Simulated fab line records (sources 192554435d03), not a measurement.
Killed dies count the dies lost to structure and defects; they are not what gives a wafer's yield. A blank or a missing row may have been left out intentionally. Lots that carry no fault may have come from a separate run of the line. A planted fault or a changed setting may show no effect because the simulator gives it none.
Struck lot and sound lot, side by side	flow n5Finfet	14 steps out of a route of 1938
Sound: the wafers L476.3, L476.4, L476.6. Struck: wafers L483.2, L483.4, L483.5. The cause is named last.
At each step with rows: each side's tool, then ch and its chambers, then its first start. Under that, the readings that differ: sound wafers	struck wafers	difference of the means	sigmas: that difference in standard deviations of wafers without a fault.
alike: words and numbers the same on both sides, and readings whose means are apart by under 2 such deviations; not compared: readings that were withheld, readings missing a value for some wafer, numbers with overlapping values and no deviation given by the record, and bounds like >300 which may hide the same value.
A row with sigmas, a row that says differs or no value, or rows on one side alone: a step with any of these is where the two part. When numbers do not overlap yet have no deviation, they are printed without sigmas and do not part them. A reading missing from all wafers of one side parts the sides only when that side holds two or more wafers.

N5_BEOL_M2_RS_MEAS_58: measurement is done with a four-point probe.
  sound on filmMetro-01 at day 8 05:20; struck on filmMetro-02 at day 9 21:27
  alike: M2_RS
N5_BEOL_M2_INSPECT_59: inspects for defects (darkfield).
  sound on defectInspect-02 at day 8 05:21; struck on defectInspect-02 at day 9 21:29
  alike: rawDefectCount
N5_BEOL_M3_ILD_DEP_00: deposits SiOC from DEMS/O2, target thk 79 nm, time 15.3 s.
  sound on pecvd-01 ch 1,2, day 8 05:23; struck on pecvd-01 ch 1,2, day 9 21:31
  alike: heaterPowerW, showerheadPlenumPTorr, throttleValvePct
N5_BEOL_M3_THK_MEAS_01:
  sound on filmMetro-02 at day 8 05:28; struck on filmMetro-01 at day 9 21:35
  alike: M3_ILD_THK
N5_BEOL_M3_PECVD_72: deposits SiO2 from TEOS/O2, target thk 16 nm, time 18 s.
  sound on pecvd-03 ch 0,2, day 8 05:29; struck on pecvd-04 ch 0,1,2, day 9 21:37
  alike: heaterPowerW, showerheadPlenumPTorr, throttleValvePct
N5_BEOL_M3_HM_DEP_02: deposits TiN, target thk 20 nm.
  sound on pvdSputter-03 at day 8 07:18; struck on pvdSputter-02 at day 9 21:46
  alike: throttleValvePct
then, 6 steps without rows for these wafers: N5_BEOL_M3_COAT_61 (time 60 s, resist thk 60 nm); N5_BEOL_M3_COAT_62 (time 60 s, resist thk 12 nm); N5_BEOL_M3_COAT_73 (time 60 s, resist thk 5 nm); N5_BEOL_M3_COAT_05 (resist thk 30 nm); N5_BEOL_M3_EBR_07; N5_BEOL_M3_SOFTBAKE_06 (time 60 s).
N5_BEOL_M3_EXPOSE_08: exposes mask M3.
  sound on euvScanner-02 ch 0, day 8 07:42; struck on euvScanner-01, day 9 22:09
  no value came back on the struck wafers for dipoleOpeningDeg (degrees), exposureDoseMJCm2; on the sound wafers dipoleOpeningDeg (degrees) reads 79.7 79.7 79.7
  alike: mask
then, 1 step without rows for these wafers: N5_BEOL_M3_PEB_09 (peb time 60 s).

WHERE THEY PART
Only at N5_BEOL_M3_EXPOSE_08, within this record.

WHY: whatever the simulator had introduced
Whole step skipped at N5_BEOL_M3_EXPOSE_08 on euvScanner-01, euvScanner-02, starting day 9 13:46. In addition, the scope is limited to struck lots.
